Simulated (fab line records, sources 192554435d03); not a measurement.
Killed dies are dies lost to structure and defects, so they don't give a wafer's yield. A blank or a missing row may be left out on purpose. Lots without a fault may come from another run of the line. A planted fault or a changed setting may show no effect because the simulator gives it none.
Chamber matching | flow n5_finfet | N5_HKMG_FIN_ALD_71 on ald_metal-02: 4 sister chambers
The step deposits TiN, target thk 1 nm, pulse time 1 s, purge time 3 s. 4 wafers are shown with their chamber, then 7 later ones without.

WAFERS WITH THEIR CHAMBER
wafer  | chamber | heater_power_w (W)
L088.3 | 1       | 885
L090.6 | 2       | 798
L092.1 | 3       | 860
L092.4 | 0       | 936

WAFERS WITHOUT THEIR CHAMBER
wafer  | heater_power_w (W)
L092.6 | 871
L093.3 | 873
L093.4 | 956
L093.6 | 939
L095.1 | 822
L095.2 | 837
L095.4 | 941

WHICH CHAMBER EACH WENT THROUGH
wafer  | from the rows above          | in truth
L092.6 | can't be placed: 3 or 1      | 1
L093.3 | can't be placed: 1 or 3      | 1
L093.4 | 0                            | 0
L093.6 | 0                            | 0
L095.1 | can't be placed: 2 or 3      | 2
L095.2 | can't be placed: 3 or 2 or 1 | 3
L095.4 | 0                            | 0
Placed correctly: 3 of 7. Can't be placed from these rows: 4 (the true chamber is among the candidates in 4). Placed wrongly: 0.
How it was worked out, from the rows above alone: a wafer's distance from a chamber is the root of the sum, over the readings, of the square of ((its reading less the chamber's mean) divided by the reading's scatter). The wafer belongs to the nearest chamber; if the next one is less than 2 further off, it can't be placed. A chamber's mean is the mean of its shown wafers. The scatter: with one shown wafer a chamber, the root of the mean of the squares of how far each hidden wafer lies from its nearest shown one.
